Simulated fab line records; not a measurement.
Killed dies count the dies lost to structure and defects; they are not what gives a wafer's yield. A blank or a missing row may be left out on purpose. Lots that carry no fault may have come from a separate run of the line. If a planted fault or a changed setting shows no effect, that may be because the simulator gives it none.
Which tool is to blame?	flow n5 finfet	24 lots, 72 wafers sampled, at 6 steps of a route of 1938

WHAT EACH GAUGE READ, for each wafer
N5_BEOL_M11_INSPECT_13: inspects for defects (brightfield). Usual: raw defect count at 408, with a standard deviation of 84.
lot	measured	on	raw defect count	flag
L074	day 11 21:13	defect inspect-02	345 436 236	
L075	day 11 21:28	defect inspect-01	440 440 411	
L078	day 12 06:20	defect inspect-01	444 424 495	
L077	day 12 06:44	defect inspect-01	381 354 418	
L076	day 12 15:20	defect inspect-02	322 421 409	
L080	day 12 19:34	defect inspect-01	366 322 358	
L079	day 12 19:36	defect inspect-01	385 411 364	
L081	day 13 04:50	defect inspect-01	429 336 339	
L082	day 13 19:21	defect inspect-02	290 343 328	
L085	day 14 05:36	defect inspect-02	410 564 677	
L083	day 14 05:46	defect inspect-01	334 337 331	
L086	day 14 09:16	defect inspect-01	474 507 413	
L084	day 14 13:41	defect inspect-01	295 304 263	
L087	day 14 22:47	defect inspect-02	374 487 409	
L088	day 15 22:13	defect inspect-01	310 547 381	
L091	day 16 00:51	defect inspect-01	480 327 457	
L089	day 16 01:01	defect inspect-01	446 297 307	
L090	day 16 01:11	defect inspect-01	595 628 462	
L093	day 16 01:46	defect inspect-01	465 527 331	
L092	day 16 11:10	defect inspect-02	348 385 337	
L094	day 17 07:05	defect inspect-02	377 365 310	
L096	day 17 10:27	defect inspect-01	487 403 468	
L095	day 17 13:05	defect inspect-02	355 225 445	
L097	day 17 16:35	defect inspect-01	393 413 440	

N5_BEOL_M12_CD_MEAS_10 targets a cd of 140 nm. Usual: cd nm at 139.6 nm, with a standard deviation of 1.4.
lot	measured	on	cd nm (nm)	flag
L074	day 12 03:43	cd sem-01	141.1 141.3 139.0	
L075	day 12 03:03	cd sem-03	140.1 138.4 139.2	
L078	day 12 12:20	cd sem-02	137.2 140.1 137.9	
L077	day 12 11:35	cd sem-01	137.8 138.0 137.4	
L076	day 12 22:04	cd sem-02	139.3 138.8 139.4	
L080	day 13 02:03	cd sem-03	138.4 138.9 138.8	
L079	day 13 02:16	cd sem-02	140.5 139.5 138.8	
L081	day 13 12:30	cd sem-01	137.6 138.9 139.7	
L082	day 14 06:13	cd sem-01	138.9 138.4 137.2	
L085	day 14 12:14	cd sem-03	138.2 139.5 139.7	
L083	day 14 12:01	cd sem-03	141.6 142.2 141.6	
L086	day 14 14:32	cd sem-02	139.4 141.6 140.4	
L084	day 14 21:17	cd sem-02	140.8 140.4 140.3	
L087	day 15 06:02	cd sem-01	140.1 140.3 140.9	
L088	day 16 03:22	cd sem-01	137.4 139.3 136.9	
L091	day 16 06:43	cd sem-03	139.4 135.6 140.1	
L089	day 16 08:14	cd sem-02	140.8 139.2 138.2	
L090	day 16 07:15	cd sem-03	137.7 140.0 139.9	
L093	day 16 07:40	cd sem-03	140.0 140.0 139.7	
L092	day 16 18:37	cd sem-03	136.9 139.4 141.0	
L094	day 17 13:26	cd sem-01	140.1 138.9 141.9	
L096	day 17 18:25	cd sem-02	140.2 138.8 141.0	
L095	day 17 19:17	cd sem-02	138.2 140.1 138.9	
L097	day 17 23:10	cd sem-03	137.8 139.4 138.4	

N5_BEOL_M12_INSPECT_30: inspects for defects (macro). Usual: raw defect count at 2.0, with a standard deviation of 1.4.
lot	measured	on	raw defect count	flag
L074	day 12 04:48	defect inspect-02	3 3 0	
L075	day 12 04:08	defect inspect-01	1 3 1	
L078	day 12 13:18	defect inspect-01	3 1 0	
L077	day 12 12:40	defect inspect-01	3 0 4	
L076	day 12 23:01	defect inspect-02	0 5 0	
L080	day 13 03:01	defect inspect-02	1 2 3	
L079	day 13 03:17	defect inspect-02	1 1 3	
L081	day 13 13:28	defect inspect-02	0 1 2	
L082	day 14 07:19	defect inspect-02	2 1 1	
L085	day 14 13:14	defect inspect-01	1 3 1	
L083	day 14 13:06	defect inspect-02	5 4 1	
L086	day 14 15:37	defect inspect-01	2 0 5	
L084	day 15 00:19	defect inspect-02	3 1 2	
L087	day 15 15:22	defect inspect-01	2 2 1	
L088	day 16 04:35	defect inspect-01	1 2 1	
L091	day 16 07:55	defect inspect-02	2 5 1	
L089	day 16 09:20	defect inspect-02	0 2 4	
L090	day 16 08:20	defect inspect-01	4 1 5	
L093	day 16 08:46	defect inspect-02	2 1 2	
L092	day 16 19:43	defect inspect-02	0 3 1	
L094	day 17 14:36	defect inspect-02	1 4 1	
L096	day 17 19:23	defect inspect-02	3 2 2	
L095	day 17 20:14	defect inspect-01	1 2 5	
L097	day 18 00:15	defect inspect-01	1 3 2	

N5_BEOL_M12_THK_MEAS_50: measures by xrf. Usual: M12_THK 321 nm, standard deviation 6.5.
lot	measured	on	M12_THK (nm)	flag
L074	day 12 09:28	film metro-02	325 319 324	
L075	day 12 08:38	film metro-02	323 313 313	
L078	day 12 18:08	film metro-01	317 313 314	
L077	day 12 17:53	film metro-01	311 318 313	
L076	day 13 01:22	film metro-02	317 313 318	
L080	day 13 06:48	film metro-01	328 321 309	
L079	day 13 09:11	film metro-02	314 332 318	
L081	day 13 20:44	film metro-02	316 321 325	
L082	day 14 12:03	film metro-02	312 330 308	
L085	day 14 20:02	film metro-02	312 322 324	
L083	day 14 19:59	film metro-01	316 309 334	
L086	day 14 20:18	film metro-01	322 326 319	
L084	day 15 14:17	film metro-02	324 324 330	
L087	day 15 20:43	film metro-01	327 329 312	
L088	day 16 07:21	film metro-02	327 318 319	
L091	day 16 10:55	film metro-01	312 327 309	
L089	day 16 14:13	film metro-02	327 331 319	
L090	day 16 11:44	film metro-02	316 324 324	
L093	day 16 12:17	film metro-02	323 329 326	
L092	day 17 00:19	film metro-02	319 323 317	
L094	day 17 17:52	film metro-01	310 317 328	
L096	day 17 22:30	film metro-02	329 322 325	
L095	day 18 00:58	film metro-02	325 323 323	
L097	day 18 03:59	film metro-01	328 325 320	

WHICH TOOL RAN EACH LOT (tool, then ch and the chambers of the sampled wafers, then the start)
lot	N5_BEOL_M12_STRIP_64	N5_BEOL_M12_ANNEAL_48
L074	plasma asher-02 ch 0,1, day 12 04:08	rtp anneal-02 ch 0, day 12 08:48
L075	plasma asher-01 ch 0,1, day 12 03:29	rtp anneal-02 ch 0, day 12 08:05
L078	plasma asher-02 ch 0,1, day 12 12:46	rtp anneal-01 ch 0, day 12 17:33
L077	plasma asher-02 ch 0,1, day 12 12:01	rtp anneal-02 ch 0, day 12 17:20
L076	plasma asher-01 ch 0,1, day 12 22:29	rtp anneal-02 ch 0, day 13 00:50
L080	plasma asher-02 ch 0,1, day 13 02:29	rtp anneal-02 ch 0, day 13 06:13
L079	plasma asher-02 ch 0,1, day 13 02:46	rtp anneal-01 ch 0, day 13 08:35
L081	plasma asher-02 ch 0,1, day 13 12:57	rtp anneal-01 ch 0, day 13 20:13
L082	plasma asher-01 ch 0,1, day 14 06:40	rtp anneal-01 ch 0, day 14 11:33
L085	plasma asher-02 ch 0,1, day 14 12:44	rtp anneal-02 ch 0, day 14 19:34
L083	plasma asher-02 ch 0,1, day 14 12:26	rtp anneal-01 ch 0, day 14 19:26
L086	plasma asher-01 ch 0,1, day 14 14:58	rtp anneal-02 ch 0, day 14 19:45
L084	plasma asher-02 ch 0,1, day 14 23:39	rtp anneal-02 ch 0, day 15 13:42
L087	plasma asher-01 ch 0,1, day 15 14:44	rtp anneal-01 ch 0, day 15 20:16
L088	plasma asher-01 ch 0,1, day 16 03:56	rtp anneal-01 ch 0, day 16 06:49
L091	plasma asher-01 ch 0,1, day 16 07:23	rtp anneal-01 ch 0, day 16 10:20
L089	plasma asher-02 ch 0,1, day 16 08:41	rtp anneal-01 ch 0, day 16 13:37
L090	plasma asher-01 ch 0,1, day 16 07:49	rtp anneal-02 ch 0, day 16 11:14
L093	plasma asher-02 ch 0,1, day 16 08:07	rtp anneal-02 ch 0, day 16 11:46
L092	plasma asher-02 ch 0,1, day 16 19:04	rtp anneal-01 ch 0, day 16 23:43
L094	plasma asher-02 ch 0,1, day 17 13:56	rtp anneal-02 ch 0, day 17 17:15
L096	plasma asher-02 ch 0,1, day 17 18:52	rtp anneal-02 ch 0, day 17 21:58
L095	plasma asher-02 ch 0,1, day 17 19:43	rtp anneal-01 ch 0, day 18 00:23
L097	plasma asher-01 ch 0,1, day 17 23:37	rtp anneal-01 ch 0, day 18 03:29
- N5_BEOL_M12_STRIP_64: strips in N2/H2.
- N5_BEOL_M12_ANNEAL_48: time 90 s.

AS READ BY THE TOOLS THEMSELVES (means over the sampled wafers that have a number; for cases with no such wafer, the mark the record gives instead)
N5_BEOL_M12_STRIP_64. Usual: drypump motor current A 5.89 A, standard deviation 0.25; heater power w 340 W, standard deviation 27; oes product au 0.715 a.u., standard deviation 0.0047; strip time to endpoint s 31.34 s, standard deviation 0.098.
lot	tool	drypump motor current A (A)	heater power w (W)	oes product au (a.u.)	strip time to endpoint s (s)	flag
L074	plasma asher-02	5.89	361	0.712	31.29	
L075	plasma asher-01	5.78	317	0.711	31.21	
L078	plasma asher-02	6.06	347	0.715	31.31	
L077	plasma asher-02	5.87	357	0.715	31.27	
L076	plasma asher-01	5.80	315	0.715	31.51	
L080	plasma asher-02	5.87	359	0.715	31.30	
L079	plasma asher-02	6.06	343	0.716	31.45	
L081	plasma asher-02	5.86	360	0.718	31.25	
L082	plasma asher-01	5.78	320	0.714	31.23	
L085	plasma asher-02	5.86	354	0.710	31.33	
L083	plasma asher-02	5.88	361	0.718	31.32	
L086	plasma asher-01	5.73	315	0.717	31.24	
L084	plasma asher-02	6.06	345	0.715	31.45	
L087	plasma asher-01	5.81	321	0.716	31.35	
L088	plasma asher-01	5.79	323	0.718	31.41	
L091	plasma asher-01	5.79	320	0.718	31.43	
L089	plasma asher-02	5.86	357	0.709	31.30	
L090	plasma asher-01	5.79	322	0.714	31.33	
L093	plasma asher-02	6.06	350	0.713	31.28	
L092	plasma asher-02	5.87	361	0.718	31.22	
L094	plasma asher-02	5.85	363	0.711	31.46	
L096	plasma asher-02	6.05	342	0.713	31.58	
L095	plasma asher-02	5.87	360	0.716	31.39	
L097	plasma asher-01	5.72	319	0.711	31.34	

N5_BEOL_M12_ANNEAL_48. Usual: wafer_temp_C_max at 225.89, with a standard deviation of 0.26.
lot	tool	wafer_temp_C_max	flag
L074	rtp anneal-02	226.20	
L075	rtp anneal-02	226.03	
L078	rtp anneal-01	225.60	
L077	rtp anneal-02	226.24	
L076	rtp anneal-02	226.03	
L080	rtp anneal-02	225.99	
L079	rtp anneal-01	225.81	
L081	rtp anneal-01	225.58	
L082	rtp anneal-01	225.67	
L085	rtp anneal-02	226.18	
L083	rtp anneal-01	225.64	
L086	rtp anneal-02	226.17	
L084	rtp anneal-02	225.85	
L087	rtp anneal-01	225.77	
L088	rtp anneal-01	225.75	
L091	rtp anneal-01	225.59	
L089	rtp anneal-01	225.71	
L090	rtp anneal-02	225.66	
L093	rtp anneal-02	226.09	
L092	rtp anneal-01	225.93	
L094	rtp anneal-02	225.96	
L096	rtp anneal-02	226.28	
L095	rtp anneal-01	225.71	
L097	rtp anneal-01	225.76	

THE ANSWER, worked out from the rows above alone
Rule: take the mean of a lot's wafers that have a number; if it is more than 3 standard deviations from the usual mean, the lot is off. Also off: a lot with no number at a reading for which 4 or more lots have one. All remaining lots with rows at the step are treated as sound. Order of review: gauges by route order, followed by the tools' own readings, for which a lot's mean as printed above is used. At the first step where some lot is off, the reading lying furthest off is the one used; lots without a number count as furthest.
Nothing can be told from this: no lot is off at any reading shown.

WHAT THE SIMULATOR HAD PUT IN
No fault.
